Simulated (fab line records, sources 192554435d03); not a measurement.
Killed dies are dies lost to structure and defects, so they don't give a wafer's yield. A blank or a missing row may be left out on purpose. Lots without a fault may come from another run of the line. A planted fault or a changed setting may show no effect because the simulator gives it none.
Which tool did it? | flow n5_finfet | 8 lots, 24 wafers sampled, at 8 steps of a route of 1938

WHAT THE GAUGES READ, wafer by wafer
N5_BEOL_M2_THK_MEAS_53: measures by xrf. Usual: M2_THK 40.2 nm, standard deviation 1.3.
lot  | measured     | on            | M2_THK (nm)       | flag
L206 | day 6 22:46  | film_metro-01 | 37.0 39.7 38.1    |
L208 | day 8 06:28  | film_metro-02 | 39.5 39.7 38.9    |
L210 | day 8 15:01  | film_metro-01 | 40.1 40.6 41.9    |
L215 | day 11 03:38 | film_metro-01 | 41.3 39.6 38.9    |
L217 | day 11 19:23 | film_metro-01 | 41.2 41.3 40.4    |
L225 | day 13 08:59 | film_metro-01 | 303.1 307.9 305.5 | OFF
L228 | day 14 14:58 | film_metro-02 | 300.7 297.7 301.5 | OFF
L229 | day 14 18:43 | film_metro-01 | 38.6 38.7 37.4    |

N5_BEOL_M2_RS_MEAS_58: measures by four-point-probe. Usual: M2_RS 0.672 ohm/sq, standard deviation 0.028.
lot  | measured     | on            | M2_RS (ohm/sq)    | flag
L206 | day 6 23:04  | film_metro-02 | 0.746 0.678 0.716 |
L208 | day 8 06:44  | film_metro-02 | 0.687 0.688 0.703 |
L210 | day 8 15:17  | film_metro-01 | 0.666 0.663 0.636 |
L215 | day 11 03:53 | film_metro-01 | 0.645 0.678 0.694 |
L217 | day 11 19:39 | film_metro-01 | 0.651 0.649 0.668 |
L225 | day 13 09:15 | film_metro-01 | 0.058 0.057 0.058 | OFF
L228 | day 14 15:14 | film_metro-01 | 0.058 0.059 0.059 | OFF
L229 | day 14 18:59 | film_metro-01 | 0.713 0.708 0.736 |

N5_BEOL_M2_INSPECT_59: inspects for defects (darkfield). Usual: raw_defect_count 73, standard deviation 24.
lot  | measured     | on                | raw_defect_count | flag
L206 | day 6 23:05  | defect_inspect-02 | 74 96 47         |
L208 | day 8 06:46  | defect_inspect-02 | 90 76 61         |
L210 | day 8 15:18  | defect_inspect-01 | 44 70 72         |
L215 | day 11 03:55 | defect_inspect-01 | 86 54 47         |
L217 | day 11 19:41 | defect_inspect-01 | 49 74 80         |
L225 | day 13 09:16 | defect_inspect-02 | 6036 5975 6030   | OFF
L228 | day 14 15:15 | defect_inspect-01 | 5984 5894 5883   | OFF
L229 | day 14 19:00 | defect_inspect-02 | 67 59 56         |

N5_BEOL_M4_RC_MEAS_101. Usual: DIBL_N 36.5 mV/V, standard deviation 1.2; DIBL_P 36.5 mV/V, standard deviation 1.6; IOFF_N 0.162 nA/um, standard deviation 0.023; IOFF_P 0.221 nA/um, standard deviation 0.03; ION_N 678 uA/um, standard deviation 8; ION_P 466 uA/um, standard deviation 6.3; SS_N 71.6 mV/dec, standard deviation 0.46; SS_P 73.3 mV/dec, standard deviation 0.57; VT_N 249.2 mV, standard deviation 2.6; VT_P -249 mV, standard deviation 3.3.
lot  | measured     | on        | DIBL_N (mV/V)  | DIBL_P (mV/V)  | IOFF_N (nA/um)    | IOFF_P (nA/um)    | ION_N (uA/um) | ION_P (uA/um) | SS_N (mV/dec)  | SS_P (mV/dec)  | VT_N (mV)         | VT_P (mV)      | flag
L206 | day 8 15:49  | prober-02 | 38.6 36.6 37.1 | 36.2 34.8 34.5 | 0.178 0.144 0.149 | 0.225 0.207 0.197 | 683 665 679   | 463 460 463   | 71.8 71.2 72.2 | 73.7 73.2 72.9 | 247.0 249.8 249.5 | -252 -250 -252 |
L208 | day 11 02:35 | prober-02 | 35.9 38.2 34.9 | 36.2 38.8 34.9 | 0.143 0.187 0.126 | 0.197 0.249 0.177 | 676 691 664   | 470 468 458   | 71.2 71.9 71.0 | 73.5 74.2 73.4 | 251.3 247.9 253.5 | -252 -249 -254 |
L210 | day 11 01:40 | prober-02 | 36.6 37.0 36.9 | 38.9 39.9 39.0 | 0.186 0.209 0.191 | 0.239 0.253 0.232 | 683 693 682   | 467 470 470   | 71.1 71.8 71.4 | 74.4 73.7 73.8 | 248.0 244.0 246.5 | -248 -245 -248 |
L215 | day 12 01:18 | prober-02 | 37.9 38.1 38.1 | 37.1 36.4 37.2 | 0.180 0.169 0.179 | 0.229 0.214 0.227 | 680 674 678   | 463 460 468   | 71.7 71.5 72.0 | 73.1 73.1 72.6 | 246.5 248.7 247.2 | -248 -249 -252 |
L217 | day 12 23:46 | prober-02 | 35.7 36.7 36.8 | 35.1 35.9 36.9 | 0.158 0.175 0.188 | 0.179 0.192 0.210 | 681 680 689   | 454 455 463   | 71.3 71.9 72.1 | 73.0 73.6 73.7 | 252.5 246.2 249.9 | -254 -254 -250 |
L229 | day 16 07:52 | prober-02 | 38.1 37.7 39.2 | 38.1 36.9 38.9 | 0.181 0.170 0.206 | 0.251 0.233 0.258 | 678 691 690   | 468 469 463   | 72.3 72.2 72.1 | 74.5 74.4 73.9 | 248.3 249.1 245.9 | -249 -247 -249 |

WHICH TOOL RAN EACH LOT (tool, then ch and the chambers of the sampled wafers, then the start)
lot  | N5_BEOL_M2_SPUTTER_92        | N5_BEOL_M2_ANNEAL_93         | N5_BEOL_M2_CMP_52             | N5_BEOL_M3_ILD_DEP_00
L206 | pvd_sputter-03, day 6 20:32  | pvd_sputter-03, day 6 20:37  | cmp-01 ch 1,2, day 6 22:28    | pecvd-03 ch 1,2, day 6 23:07
L208 | pvd_sputter-02, day 8 05:14  | pvd_sputter-02, day 8 05:19  | cmp-03 ch 0,1,3, day 8 06:11  | pecvd-04 ch 0,1,2, day 8 06:47
L210 | pvd_sputter-02, day 8 13:47  | pvd_sputter-02, day 8 13:52  | cmp-04 ch 0,1,2, day 8 14:48  | pecvd-03 ch 1,2, day 8 15:20
L215 | pvd_sputter-02, day 11 02:24 | pvd_sputter-02, day 11 02:29 | cmp-04 ch 0,1,3, day 11 03:22 | pecvd-02 ch 0,1, day 11 03:57
L217 | pvd_sputter-03, day 11 18:08 | pvd_sputter-03, day 11 18:13 | cmp-04 ch 0,1,3, day 11 19:10 | pecvd-02 ch 0,1,2, day 11 19:43
L225 | pvd_sputter-01, day 13 07:46 | pvd_sputter-01, day 13 07:50 | cmp-04 ch 1,3, day 13 08:44   | -
L228 | pvd_sputter-03, day 14 13:44 | pvd_sputter-03, day 14 13:49 | cmp-01 ch 1,2,3, day 14 14:40 | -
L229 | pvd_sputter-03, day 14 17:19 | pvd_sputter-03, day 14 17:23 | cmp-03 ch 0,2,3, day 14 18:30 | pecvd-03 ch 0,1,2, day 14 19:03
- N5_BEOL_M2_SPUTTER_92: material Cu, target thk 4.5 nm, time 8.29 s.
- N5_BEOL_M2_ANNEAL_93: time 240 s.
- N5_BEOL_M2_CMP_52: polishes, stops on SiOC, t overpolish 6.8 s, target thk 40 nm.
- N5_BEOL_M3_ILD_DEP_00: deposits SiOC from DEMS/O2, target thk 79 nm, time 15.3 s.

WHAT THE TOOLS THEMSELVES READ (means of the sampled wafers that have a number; where no wafer has one, the mark that the record gives instead)
N5_BEOL_M2_SPUTTER_92. Usual: chamber_pressure_pa 0.06998 Pa, standard deviation 0.00015; chuck_gas_flow_sccm 1.25 sccm, standard deviation 0.051; susceptor_temp_C -20.00 C, standard deviation 0.1; throttle_valve_pct 29.6 %, standard deviation 1.
lot  | tool           | chamber_pressure_pa (Pa) | chuck_gas_flow_sccm (sccm) | susceptor_temp_C (C) | throttle_valve_pct (%) | flag
L206 | pvd_sputter-03 | 0.07000                  | 1.25                       | -20.09               | 28.8                   |
L208 | pvd_sputter-02 | 0.06994                  | 1.27                       | -20.08               | 30.1                   |
L210 | pvd_sputter-02 | 0.07003                  | 1.24                       | -20.08               | 30.9                   |
L215 | pvd_sputter-02 | 0.07001                  | 1.26                       | -19.94               | 30.0                   |
L217 | pvd_sputter-03 | 0.06991                  | 1.25                       | -20.01               | 29.5                   |
L225 | pvd_sputter-01 | 0.07005                  | 1.23                       | -20.09               | 29.7                   |
L228 | pvd_sputter-03 | 0.07002                  | 1.20                       | -19.96               | 28.7                   |
L229 | pvd_sputter-03 | 0.06989                  | 1.25                       | -20.04               | 28.8                   |

N5_BEOL_M2_ANNEAL_93. Usual: heater_power_w 843 W, standard deviation 91; susceptor_temp_C 399.98 C, standard deviation 0.22.
lot  | tool           | heater_power_w (W) | susceptor_temp_C (C) | flag
L206 | pvd_sputter-03 | 773                | 399.79               |
L208 | pvd_sputter-02 | 937                | 399.86               |
L210 | pvd_sputter-02 | 847                | 399.89               |
L215 | pvd_sputter-02 | 864                | 399.71               |
L217 | pvd_sputter-03 | 764                | 400.07               |
L225 | pvd_sputter-01 | 916                | 399.98               |
L228 | pvd_sputter-03 | 766                | 399.99               |
L229 | pvd_sputter-03 | 762                | 399.95               |

N5_BEOL_M2_CMP_52. Usual: barrier_field_endpoint_s 24.9 s, standard deviation 0.61; clearing_platen_down_force_psi 1.500 psi, standard deviation 0.003; motor_current_A 6.3 A, standard deviation 0.66; overpolish_run_s 6.800 s, standard deviation 0.009; slurry_filter_dp_kPa 13.50 kPa, standard deviation 0.14; time_to_endpoint_s 64 s, standard deviation 3.3.
lot  | tool   | barrier_field_endpoint_s (s) | clearing_platen_down_force_psi (psi) | motor_current_A (A) | overpolish_run_s (s) | slurry_filter_dp_kPa (kPa) | time_to_endpoint_s (s) | flag
L206 | cmp-01 | 24.4                         | 1.499                                | 6.7                 | 6.798                | 13.47                      | 60                     |
L208 | cmp-03 | 24.4                         | 1.501                                | 7.6                 | 6.799                | 13.46                      | 65                     |
L210 | cmp-04 | 24.9                         | 1.497                                | 6.1                 | 6.802                | 13.45                      | 62                     |
L215 | cmp-04 | 25.3                         | 1.499                                | 6.2                 | 6.795                | 13.70                      | 68                     |
L217 | cmp-04 | 24.4                         | 1.501                                | 6.3                 | 6.795                | 13.50                      | 63                     |
L225 | cmp-04 | -                            | -                                    | -                   | -                    | -                          | -                      | OFF
L228 | cmp-01 | -                            | -                                    | -                   | -                    | -                          | -                      | OFF
L229 | cmp-03 | 24.3                         | 1.502                                | 6.5                 | 6.802                | 13.42                      | 62                     |

N5_BEOL_M3_ILD_DEP_00. Usual: chamber_pressure_Torr 4.999 Torr, standard deviation 0.011; heater_power_w 476 W, standard deviation 69; showerhead_plenum_p_Torr 5.701 Torr, standard deviation 0.02; susceptor_temp_C 350.00 C, standard deviation 0.21; throttle_valve_pct 11.9 %, standard deviation 0.68.
lot  | tool     | chamber_pressure_Torr (Torr) | heater_power_w (W) | showerhead_plenum_p_Torr (Torr) | susceptor_temp_C (C) | throttle_valve_pct (%) | flag
L206 | pecvd-03 | 5.008                        | 540                | 5.681                           | 350.23               | 12.4                   |
L208 | pecvd-04 | 4.994                        | 470                | 5.716                           | 350.20               | 12.2                   |
L210 | pecvd-03 | 5.004                        | 532                | 5.684                           | 349.96               | 12.4                   |
L215 | pecvd-02 | 5.003                        | 405                | 5.709                           | 349.94               | 11.8                   |
L217 | pecvd-02 | 4.991                        | 412                | 5.696                           | 350.06               | 11.5                   |
L229 | pecvd-03 | 4.993                        | 555                | 5.686                           | 350.06               | 11.8                   |

THE ANSWER, worked out from the rows above alone
Rule: a lot is off if the mean of its wafers that have a number lies more than 3 standard deviations from the usual mean. A lot without any number at a reading at which 4 lots or more have one is off too. The other lots that the step has rows for count as sound. The gauges are gone through in route order, then the tools' own readings, and for those a lot's mean is taken as printed above. The first step at which some lot is off is used, and at that step the reading that is off furthest; a lot without a number counts as furthest.
Off: L225, L228, at N5_BEOL_M2_THK_MEAS_53 (M2_THK).
A tool fits if, at a process step before that reading, it ran every lot that is off, and no sound lot after the first of them. The gauges at N5_BEOL_M2_THK_MEAS_53 aren't tried: what is off there is off at N5_BEOL_M2_INSPECT_59 too, on other tools, and a gauge's error can't cause that. None of those tried fits.

WHAT THE SIMULATOR HAD PUT IN
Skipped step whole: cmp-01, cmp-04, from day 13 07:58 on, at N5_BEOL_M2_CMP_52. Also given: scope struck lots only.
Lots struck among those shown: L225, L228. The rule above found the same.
